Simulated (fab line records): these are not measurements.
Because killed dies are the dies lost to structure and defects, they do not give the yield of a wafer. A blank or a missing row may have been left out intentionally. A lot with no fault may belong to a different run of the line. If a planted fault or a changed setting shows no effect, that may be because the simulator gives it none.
Which tool did it?    flow nand-harc    36 wafers from 12 lots sampled at 3 of the route's 1302 steps

## WHAT THE GAUGES READ, wafer by wafer
NHARC_A_M0_THK_MEAS_24: measures by xrf. Usual: thk-nm at 113.4 nm, with a standard deviation of 1.5.
lot   measured      on             thk-nm (nm)        flag
L858  day 23 05:20  film-metro-01  115.2 112.9 112.8  
L860  day 23 19:20  film-metro-01  113.2 114.6 111.3  
L861  day 23 21:32  film-metro-02  112.2 114.4 112.0  
L862  day 24 00:38  film-metro-01  112.1 114.4 112.8  
L863  day 24 07:23  film-metro-02  114.4 114.8 115.5  
L864  day 25 20:13  film-metro-02  111.9 112.1 112.0  
L866  day 26 21:15  film-metro-01  113.2 110.6 109.6  
L868  day 27 23:59  film-metro-02  112.9 113.9 113.8  
L871  day 28 07:46  film-metro-02  113.1 112.9 110.7  
L874  day 30 09:15  film-metro-01  112.3 113.6 113.9  
L879  day 31 07:43  film-metro-02  114.2 111.9 114.7  
L881  day 32 13:44  film-metro-02  114.5 115.8 114.1  

NHARC_A_M1_OVL_MEAS_10: pitch 240 nm. Usual: overlay-x-nm -0.1 nm, standard deviation 0.88; overlay-y-nm 0.1 nm, standard deviation 0.81.
lot   measured      on          overlay-x-nm (nm)  overlay-y-nm (nm)  flag
L858  day 23 06:57  overlay-02  0.8 1.4 0.4        -0.9 -1.5 -1.5     
L860  day 23 21:32  overlay-01  0.1 -0.1 0.8       1.0 0.0 0.7        
L861  day 24 00:14  overlay-01  0.4 0.3 0.4        -0.4 -0.2 0.0      
L862  day 24 02:07  overlay-02  1.6 0.3 0.9        -0.5 -0.9 -0.2     
L863  day 24 09:01  overlay-02  0.0 0.7 0.3        0.5 0.6 -0.1       
L864  day 25 21:50  overlay-02  0.9 0.9 1.4        -0.4 0.4 0.4       
L866  day 26 22:55  overlay-02  -0.5 0.5 -0.1      -0.5 -0.5 0.0      
L868  day 28 01:29  overlay-02  -2.6 -2.4 -2.3     0.6 0.9 0.8        
L871  day 28 09:18  overlay-01  -1.3 -1.9 -1.5     0.9 0.6 1.5        
L874  day 30 10:53  overlay-01  0.8 0.4 0.2        -1.1 -0.9 -1.7     
L879  day 31 09:21  overlay-01  -1.5 -1.1 -1.4     -0.1 -0.6 0.3      
L881  day 32 15:22  overlay-02  0.1 -0.9 0.0       0.0 -0.6 -0.2      

## WHAT TOOL EACH LOT RAN ON (gives the tool, then ch and the chambers of the sampled wafers, and finally the start)
lot   NHARC_A_M0_DEP_32
L858  pecvd-02 ch 0,2, day 23 05:38
L860  pecvd-02 ch 1,2, day 23 19:42
L861  pecvd-04 ch 1, day 23 22:16
L862  pecvd-02 ch 1,2, day 24 00:56
L863  pecvd-04 ch 0,2, day 24 07:41
L864  pecvd-04 ch 0,2, day 25 20:34
L866  pecvd-03 ch 0,1,2, day 26 21:43
L868  pecvd-04 ch 0,1,2, day 28 00:25
L871  pecvd-02 ch 1,2, day 28 08:07
L874  pecvd-03 ch 0,1,2, day 30 09:34
L879  pecvd-03 ch 0,1,2, day 31 08:01
L881  pecvd-04 ch 0,1, day 32 14:05
- NHARC_A_M0_DEP_32: deposits SiCN, target thk 30 nm.

## AS READ BY THE TOOLS THEMSELVES (means over the sampled wafers that have a number; for cases with no such wafer, the mark the record gives instead)
NHARC_A_M0_DEP_32. Usual: heater-power-outer-w 336 W, standard deviation 67; heater-power-w 577 W, standard deviation 85.
lot   tool      heater-power-outer-w (W)  heater-power-w (W)  flag
L858  pecvd-02  375                       646                 
L860  pecvd-02  346                       582                 
L861  pecvd-04  282                       505                 
L862  pecvd-02  348                       585                 
L863  pecvd-04  243                       450                 
L864  pecvd-04  285                       516                 
L866  pecvd-03  418                       674                 
L868  pecvd-04  255                       469                 
L871  pecvd-02  328                       538                 
L874  pecvd-03  427                       695                 
L879  pecvd-03  397                       651                 
L881  pecvd-04  285                       509                 

## THE ANSWER, worked out from the rows above alone
Rule: lot off if the mean of its wafers having a number is beyond 3 standard deviations from the usual mean. Also off: a lot with no number at a reading for which 4 or more lots have one. Where the step has rows for the other lots, those lots are counted as sound. Order of review: gauges by route order, followed by the tools' own readings, for which a lot's mean as printed above is used. The first step at which some lot is off is used, and at that step the reading that is off furthest; a lot without a number counts as furthest.
Across all readings shown, no lot is off: no conclusion can be drawn from this.

## WHAT WAS PUT IN BY THE SIMULATOR
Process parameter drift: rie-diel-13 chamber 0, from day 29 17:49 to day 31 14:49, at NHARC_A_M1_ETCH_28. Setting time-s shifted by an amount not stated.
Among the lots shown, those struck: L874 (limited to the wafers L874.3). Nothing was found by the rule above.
